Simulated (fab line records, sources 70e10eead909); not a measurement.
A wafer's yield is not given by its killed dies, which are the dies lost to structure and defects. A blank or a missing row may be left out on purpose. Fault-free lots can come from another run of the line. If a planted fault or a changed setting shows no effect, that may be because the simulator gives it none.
Commonality check across tools    flow nand-harc    14 lots and 42 wafers in the sample

== WHY IT WAS OPENED ==
Flagged at NHARC_P_M1_THK_MEAS_24: reading thk-nm, on 2 of 14 lots. Fault-free wafers read 157.8 nm, with a standard deviation of 1.2.
Rule: a lot gets a flag if all its wafers with a number sit over 4 standard deviations from that mean, or if no wafer of it has a number. All remaining lots are regarded as sound.

lot   measured      on             thk-nm (nm), wafer by wafer  flag
L202  day 6 13:20   film-metro-02  156.7 157.4 157.8            
L201  day 6 13:40   film-metro-02  157.1 155.1 158.5            
L203  day 6 23:05   film-metro-01  158.7 160.3 156.3            
L205  day 7 07:18   film-metro-02  158.0 157.4 157.1            
L206  day 7 21:01   film-metro-02  29.8 29.0 29.9               FLAGGED
L207  day 7 22:07   film-metro-01  30.2 30.0 29.4               FLAGGED
L216  day 10 02:28  film-metro-01  157.6 158.9 158.0            
L217  day 10 03:07  film-metro-01  157.9 157.5 156.9            
L218  day 10 12:04  film-metro-01  158.0 159.6 158.9            
L219  day 10 13:32  film-metro-01  155.5 157.7 157.2            
L220  day 11 04:55  film-metro-01  156.6 158.1 158.8            
L221  day 11 09:29  film-metro-01  158.3 157.2 158.8            
L223  day 11 10:19  film-metro-01  157.0 156.1 159.2            
L222  day 11 11:02  film-metro-02  158.8 159.6 159.8            
Averaged over the flagged lots the numbers come to 29.7 nm, -128.1 nm from the usual (-99 or more standard deviations).

== EACH LOT AND THE TOOL IT RAN ON ==
The record holds 4 process steps before the reading, out of a route of 1159 steps. Each cell gives the tool, then ch followed by the chambers the sampled wafers passed through, then the start.
lot   flag     NHARC_P_M1_ETCH_15                             NHARC_P_M1_STRIP_18                 NHARC_P_M1_ECD_22               NHARC_P_M1_CMP_23
L202           rie-diel-03 ch 1,2, day 6 11:04 or earlier     rie-diel-10 ch 1,2,3, day 6 11:04   ecd-cu-02 ch 0,1, day 6 12:19   cmp-01 ch 0,2,3, day 6 13:02
L201           rie-diel-12 ch 0,2, day 6 11:09                rie-diel-12 ch 0,2, day 6 11:25     ecd-cu-01 ch 0,1, day 6 12:36   cmp-03 ch 0,2,3, day 6 13:22
L203           rie-diel-12 ch 0,1,2, day 6 20:58 or earlier   rie-diel-12 ch 0,2, day 6 20:58     ecd-cu-01 ch 0,1, day 6 22:01   cmp-04 ch 1,2, day 6 22:48
L205           rie-diel-10 ch 1,2,3, day 7 05:12 or earlier   rie-diel-12 ch 0,1,2, day 7 05:12   ecd-cu-02 ch 0,1, day 7 06:16   cmp-04 ch 0,2,3, day 7 06:59
L206  FLAGGED  rie-diel-10 ch 1,2,3, day 7 18:58 or earlier   rie-diel-10 ch 0,1, day 7 18:58     ecd-cu-02 ch 0,1, day 7 19:58   cmp-04 ch 0,1,3, day 7 20:43
L207  FLAGGED  rie-diel-03 ch 0,1, day 7 19:50                rie-diel-12 ch 0,1,2, day 7 20:05   ecd-cu-02 ch 0,1, day 7 21:08   cmp-01 ch 1,2,3, day 7 21:49
L216           rie-diel-10 ch 1,3, day 10 00:25 or earlier    rie-diel-12 ch 1,3, day 10 00:25    ecd-cu-01 ch 0,1, day 10 01:25  cmp-04 ch 0,1,2, day 10 02:13
L217           rie-diel-10 ch 1,2, day 10 01:05 or earlier    rie-diel-12 ch 0,2,3, day 10 01:05  ecd-cu-02 ch 0,1, day 10 02:02  cmp-01 ch 1,2,3, day 10 02:53
L218           rie-diel-03 ch 1,2,3, day 10 09:58 or earlier  rie-diel-10 ch 0,1,3, day 10 09:58  ecd-cu-02 ch 0,1, day 10 11:04  cmp-01 ch 1,2,3, day 10 11:44
L219           rie-diel-03 ch 0,1,2, day 10 11:19 or earlier  rie-diel-10 ch 0,1,2, day 10 11:19  ecd-cu-01 ch 0,1, day 10 12:20  cmp-03 ch 1,2,3, day 10 13:13
L220           rie-diel-10 ch 0,1,3, day 11 02:54 or earlier  rie-diel-03 ch 0,1,2, day 11 02:54  ecd-cu-01 ch 0,1, day 11 03:52  cmp-01 ch 0,2,3, day 11 04:37
L221           rie-diel-12 ch 0,1,3, day 11 07:26 or earlier  rie-diel-03 ch 1,2,3, day 11 07:26  ecd-cu-02 ch 0,1, day 11 08:27  cmp-04 ch 0,2,3, day 11 09:11
L223           rie-diel-10 ch 1,2, day 11 08:19 or earlier    rie-diel-10 ch 0,2,3, day 11 08:19  ecd-cu-01 ch 0,1, day 11 09:21  cmp-03 ch 0,1,2, day 11 10:02
L222           rie-diel-03 ch 1,2, day 11 09:01 or earlier    rie-diel-12 ch 0,1, day 11 09:01    ecd-cu-01 ch 0,1, day 11 10:03  cmp-04 ch 0,1,2, day 11 10:47
What the steps here do:
- NHARC_P_M1_ETCH_15: etches the open film in C4F8/Ar, target depth 182.5 nm, time 91.2 s.
- NHARC_P_M1_STRIP_18: strips in N2/H2.
- NHARC_P_M1_ECD_22: material Cu, target thk 400 nm.
- NHARC_P_M1_CMP_23: polishes, t overpolish 20 s, target thk 157.82 nm.
- NHARC_P_M1_THK_MEAS_24: measures by xrf.

== FLAGGED OVER TOTAL, TOOL BY TOOL (the gauges that took the reading come last) ==
step                    tool           lots run  flagged  share of the flagged lots  sound lots run after its first flagged lot
NHARC_P_M1_ETCH_15      rie-diel-03    5         1        some                       3 (L218,L219,L222)
NHARC_P_M1_ETCH_15      rie-diel-10    6         1        some                       4 (L216,L217,L220,L223)
NHARC_P_M1_ETCH_15      rie-diel-12    3         0        none                       -
NHARC_P_M1_STRIP_18     rie-diel-03    2         0        none                       -
NHARC_P_M1_STRIP_18     rie-diel-10    5         1        some                       3 (L218,L219,L223)
NHARC_P_M1_STRIP_18     rie-diel-12    7         1        some                       3 (L216,L217,L222)
NHARC_P_M1_ECD_22       ecd-cu-01      7         0        none                       -
NHARC_P_M1_ECD_22       ecd-cu-02      7         2        all                        3 (L217,L218,L221)
NHARC_P_M1_CMP_23       cmp-01         5         1        some                       3 (L217,L218,L220)
NHARC_P_M1_CMP_23       cmp-03         3         0        none                       -
NHARC_P_M1_CMP_23       cmp-04         6         1        some                       3 (L216,L221,L222)
NHARC_P_M1_THK_MEAS_24  film-metro-01  9         1        some                       7 (L216,L217,L218,L219,L220,L221,L223)
NHARC_P_M1_THK_MEAS_24  film-metro-02  5         1        some                       1 (L222)
NHARC_P_M1_ETCH_15: start missing for some lots; hours and lot order therefore follow NHARC_P_M1_STRIP_18.

== WHAT THE TABLE ALLOWS ==
In the table, 1 row covers all flagged lots: ecd-cu-02 at NHARC_P_M1_ECD_22.
- ecd-cu-02 at NHARC_P_M1_ECD_22 ran 7 lots, 2 of them flagged. Sound lots ran on it after the first flagged one (L217, L218, L221), which a lasting fault on the whole tool wouldn't allow. On the flagged lots its readings are blank where sound lots have values: bath-heat-duty-pct, bath-temp-c.
Every row of the table either missed a flagged lot or ran a sound lot after the first.

== WHAT WAS PUT IN BY THE SIMULATOR ==
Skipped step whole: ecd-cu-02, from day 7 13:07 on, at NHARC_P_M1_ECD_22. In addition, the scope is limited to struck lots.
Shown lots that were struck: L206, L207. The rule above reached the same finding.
